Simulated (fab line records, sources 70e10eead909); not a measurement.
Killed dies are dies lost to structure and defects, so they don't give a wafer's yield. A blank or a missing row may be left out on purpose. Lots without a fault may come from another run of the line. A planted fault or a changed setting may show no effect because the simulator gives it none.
A struck lot beside a sound one | flow nand_harc | 17 steps out of a route of 1302
Sound: wafers L230.1, L230.4, L230.6. Struck: wafer L235.2. (L235.1 of the same lot was not struck and is left out.) The cause comes at the end.
At each step with rows: each side's tool, then ch and its chambers, then its first start. Under that, the readings that differ: sound wafers | struck wafers | difference of the means | sigmas: that difference in standard deviations of wafers without a fault.
alike: readings whose means differ by less than 2 such deviations, and words and numbers that are the same on both sides. not compared: withheld readings, readings that some wafer has no value for, bounds like >300 that may hide the same value, and numbers for which the record gives no deviation and whose values overlap.
The two part at a step that has a row with sigmas, a row that says differs or no value, or rows on one side only. Numbers that don't overlap but have no deviation are shown without sigmas and don't part them. A reading that every wafer of one side lacks parts them only if that side has two wafers or more.

NHARC_P_M0_OVL_MEAS_10: pitch 180 nm.
  sound on overlay-02, day 10 23:08; struck on overlay-01, day 12 20:17
  reading           | sound          | struck | difference | sigmas
  overlay_x_nm (nm) | -0.7 -0.5 -0.8 | 1.9    | +2.6       | +3
  alike: overlay_y_nm
NHARC_P_M0_INSPECT_11:
  sound on defect_inspect-01, day 10 23:10; struck on defect_inspect-01, day 12 20:20
  alike: raw_defect_count
then, 1 step without rows for these wafers: NHARC_P_M0_DESCUM_14 (chemistry O2, time 3 s).
NHARC_P_M0_ETCH_34: etches the open film in N2/H2, target depth 40 nm, overetch 12 nm, time 43.94 s.
  sound on rie_diel-05 ch 0,2,3, day 10 23:20; struck on rie_diel-05 ch 2, day 12 20:29
  alike: drypump_motor_current_A, oes_product_au, rf_vpp_V, showerhead_plenum_p_Torr, throttle_valve_pct
  not compared: rf_hours_counter_h
NHARC_P_M0_ETCH_15: etches the open film in C4F8/Ar, target depth 150 nm, overetch 15 nm, time 82.5 s.
  sound on rie_diel-05 ch 0,2,3; struck on rie_diel-05 ch 1
  alike: oes_product_au, rf_vpp_V
  not compared: rf_hours_counter_h
NHARC_P_M0_CD_MEAS_16:
  sound on cd_sem-03, day 10 23:34; struck on cd_sem-03, day 12 20:41
  alike: cd_nm
then, 3 steps without rows for these wafers: NHARC_P_M0_STRIP_18 (strips in N2/H2); NHARC_P_M0_STRIP_19 (strips in post etch residue remover, time 600 s); NHARC_P_M0_DEGAS_28 (time 60 s).
NHARC_P_M0_PRE_CLEAN_29: time 30 s.
  sound on pvd_sputter-03; struck on pvd_sputter-02
  alike: heater_power_w
NHARC_P_M0_PVD_20: deposits TaN, target thk 5 nm, time 8.06 s.
  sound on pvd_sputter-03; struck on pvd_sputter-02
  alike: bias_v, throttle_valve_pct
then, 1 step without rows for these wafers: NHARC_P_M0_PVD_21 (deposits Cu, target thk 30 nm, time 20.49 s).
NHARC_P_M0_ECD_22: material Cu, target thk 400 nm.
  sound on ecd_cu-01 ch 0,1, day 11 00:37; struck on ecd_cu-01 ch 1, day 12 21:44
  alike: bath_heat_duty_pct, bath_temp_c
NHARC_P_M0_ANNEAL_30: time 90 s.
  sound on rtp_anneal-01 ch 0, day 11 00:56; struck on rtp_anneal-01 ch 0, day 12 22:07
  alike: wafer_temp_C_max
NHARC_P_M0_CMP_23: polishes, t overpolish 20 s, target thk 117.54 nm.
  sound on cmp-01 ch 0,1,3, day 11 01:20; struck on cmp-04 ch 0, day 12 22:29
  reading                | sound          | struck | difference | sigmas
  time_to_endpoint_s (s) | 27.7 28.3 30.1 | 12.3   | -16.4      | -6
  alike: motor_current_A, retaining_ring_pressure_frac
NHARC_P_M0_THK_MEAS_24: measures by xrf.
  sound on film_metro-02, day 11 01:36; struck on film_metro-02, day 12 22:46
  alike: thk_nm
then, 1 step without rows for these wafers: NHARC_END_SORT_01.

WHERE THEY PART
First at NHARC_P_M0_OVL_MEAS_10; last, within this record, at NHARC_P_M0_CMP_23. Later steps at which nothing parts them and some readings are alike: NHARC_P_M0_THK_MEAS_24.

WHY: what the simulator had put in
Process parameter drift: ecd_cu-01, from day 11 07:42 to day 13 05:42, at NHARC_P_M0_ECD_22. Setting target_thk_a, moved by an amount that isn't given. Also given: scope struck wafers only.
